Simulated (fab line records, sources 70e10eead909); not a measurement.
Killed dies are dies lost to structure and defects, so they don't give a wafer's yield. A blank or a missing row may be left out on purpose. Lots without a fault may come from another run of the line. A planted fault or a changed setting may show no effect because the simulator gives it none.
Which tool did it? | flow nand_harc | 14 lots, 42 wafers sampled, at 5 steps of a route of 1159

WHAT THE GAUGES READ, wafer by wafer
NHARC_END_SORT_01.
lot  | measured     | on        | killed_at_array | killed_at_other | killed_at_periphery | killed_dies | killed_open | killed_short
L829 | day 22 09:53 | prober-02 | 72 65 53        | 1 3 0           | 5 7 5               | 78 75 58    | 8 5 3       | 3 2 1
L831 | day 22 02:00 | prober-02 | 59 63 77        | 3 5 4           | 6 5 1               | 68 73 82    | 1 2 0       | 3 0 3

WHICH TOOL RAN EACH LOT (tool, then ch and the chambers of the sampled wafers, then the start)
lot  | NHARC_A_SOURCE_PLATE_CVD_03      | NHARC_A_BONDPAD_PRE_CLEAN_26            | NHARC_A_BONDPAD_PVD_17                  | NHARC_THIN_TSV_DEGAS_49
L817 | lpcvd_poly-04 ch 0, day 7 09:32  | pvd_sputter-03, day 19 05:28 or earlier | pvd_sputter-03, day 19 05:28 or earlier | pvd_sputter-03, day 19 05:28
L818 | lpcvd_poly-04 ch 0, day 7 09:32  | pvd_sputter-01, day 19 04:20 or earlier | pvd_sputter-01, day 19 04:20 or earlier | pvd_sputter-02, day 19 04:20
L820 | lpcvd_poly-03 ch 0, day 7 19:17  | pvd_sputter-02, day 19 07:54 or earlier | pvd_sputter-02, day 19 07:54 or earlier | pvd_sputter-02, day 19 07:54
L821 | lpcvd_poly-02 ch 0, day 8 02:43  | pvd_sputter-03, day 20 00:41 or earlier | pvd_sputter-03, day 20 00:41 or earlier | pvd_sputter-03, day 20 00:41
L822 | lpcvd_poly-02 ch 0, day 8 02:43  | pvd_sputter-01, day 20 02:11 or earlier | pvd_sputter-01, day 20 02:11 or earlier | pvd_sputter-02, day 20 02:11
L823 | lpcvd_poly-04 ch 0, day 8 14:43  | pvd_sputter-01, day 20 10:17 or earlier | pvd_sputter-01, day 20 10:17 or earlier | pvd_sputter-02, day 20 10:17
L824 | lpcvd_poly-04 ch 0, day 8 14:43  | pvd_sputter-03, day 20 08:55 or earlier | pvd_sputter-03, day 20 08:55 or earlier | pvd_sputter-01, day 20 08:55
L825 | lpcvd_poly-04 ch 0, day 9 08:06  | pvd_sputter-01, day 21 02:36 or earlier | pvd_sputter-01, day 21 02:36 or earlier | pvd_sputter-01, day 21 02:36
L826 | lpcvd_poly-04 ch 0, day 9 08:06  | pvd_sputter-01, day 21 03:56 or earlier | pvd_sputter-01, day 21 03:56 or earlier | pvd_sputter-02, day 21 03:56
L828 | lpcvd_poly-04 ch 0, day 9 13:14  | pvd_sputter-03, day 21 13:58 or earlier | pvd_sputter-03, day 21 13:58 or earlier | pvd_sputter-02, day 21 13:58
L829 | lpcvd_poly-04 ch 0, day 10 07:34 | pvd_sputter-03, day 21 15:08 or earlier | pvd_sputter-03, day 21 15:08 or earlier | pvd_sputter-01, day 21 15:08
L831 | lpcvd_poly-04 ch 0, day 10 07:34 | pvd_sputter-03, day 21 16:16 or earlier | pvd_sputter-03, day 21 16:16 or earlier | pvd_sputter-03, day 21 16:16
L839 | lpcvd_poly-02 ch 0, day 12 11:38 | pvd_sputter-02, day 24 02:11 or earlier | pvd_sputter-02, day 24 02:11 or earlier | pvd_sputter-03, day 24 02:11
L840 | lpcvd_poly-02 ch 0, day 12 11:38 | pvd_sputter-03, day 24 18:43 or earlier | pvd_sputter-03, day 24 18:43 or earlier | pvd_sputter-03, day 24 18:43
- NHARC_A_SOURCE_PLATE_CVD_03: deposits poly-Si, target thk 200 nm, time 4000 s.
- NHARC_A_BONDPAD_PRE_CLEAN_26: time 30 s.
- NHARC_A_BONDPAD_PVD_17: deposits TaN, target thk 5 nm, time 8.06 s.
- NHARC_THIN_TSV_DEGAS_49: time 120 s.

WHAT THE TOOLS THEMSELVES READ (means of the sampled wafers that have a number; where no wafer has one, the mark that the record gives instead)
NHARC_A_BONDPAD_PRE_CLEAN_26.
lot  | tool           | heater_power_w (W)
L817 | pvd_sputter-03 | 383
L818 | pvd_sputter-01 | 416
L820 | pvd_sputter-02 | 401
L821 | pvd_sputter-03 | 395
L822 | pvd_sputter-01 | 412
L823 | pvd_sputter-01 | 419
L824 | pvd_sputter-03 | 404
L825 | pvd_sputter-01 | 423
L826 | pvd_sputter-01 | 425
L828 | pvd_sputter-03 | 410
L829 | pvd_sputter-03 | 412
L831 | pvd_sputter-03 | 383
L839 | pvd_sputter-02 | 393
L840 | pvd_sputter-03 | 406

NHARC_A_BONDPAD_PVD_17.
lot  | tool           | throttle_valve_pct (%)
L817 | pvd_sputter-03 | 29.9
L818 | pvd_sputter-01 | 29.0
L820 | pvd_sputter-02 | 29.8
L821 | pvd_sputter-03 | 30.2
L822 | pvd_sputter-01 | 30.1
L823 | pvd_sputter-01 | 29.0
L824 | pvd_sputter-03 | 31.0
L825 | pvd_sputter-01 | 29.0
L826 | pvd_sputter-01 | 29.0
L828 | pvd_sputter-03 | 29.9
L829 | pvd_sputter-03 | 31.2
L831 | pvd_sputter-03 | 30.6
L839 | pvd_sputter-02 | 29.3
L840 | pvd_sputter-03 | 30.1

NHARC_THIN_TSV_DEGAS_49.
lot  | tool           | heater_power_w (W)
L817 | pvd_sputter-03 | 462
L818 | pvd_sputter-02 | 420
L820 | pvd_sputter-02 | 427
L821 | pvd_sputter-03 | 441
L822 | pvd_sputter-02 | 473
L823 | pvd_sputter-02 | 427
L824 | pvd_sputter-01 | 490
L825 | pvd_sputter-01 | 468
L826 | pvd_sputter-02 | 416
L828 | pvd_sputter-02 | 410
L829 | pvd_sputter-01 | 470
L831 | pvd_sputter-03 | 458
L839 | pvd_sputter-03 | 454
L840 | pvd_sputter-03 | 437

THE ANSWER, worked out from the rows above alone
Rule: what is usual is taken from the lots themselves. Put in order of their means at a reading, lots are off if they are a third of the lots or fewer, leave a main group of 4 or more, and stand apart from it by a gap of 3 or more times the standard deviation of the main group's means; of several such gaps the widest counts. A main group whose means are all the same, to the digits that the tables above print for the reading, isn't used. A lot without any number at a reading at which 4 lots or more have one is off too. The other lots that the step has rows for count as sound. The gauges are gone through in route order, then the tools' own readings, and for those a lot's mean is taken as printed above. The first step at which some lot is off is used, and at that step the reading that is off furthest; a lot without a number counts as furthest.
No lot is off at any reading shown: from this, nothing can be told.

WHAT THE SIMULATOR HAD PUT IN
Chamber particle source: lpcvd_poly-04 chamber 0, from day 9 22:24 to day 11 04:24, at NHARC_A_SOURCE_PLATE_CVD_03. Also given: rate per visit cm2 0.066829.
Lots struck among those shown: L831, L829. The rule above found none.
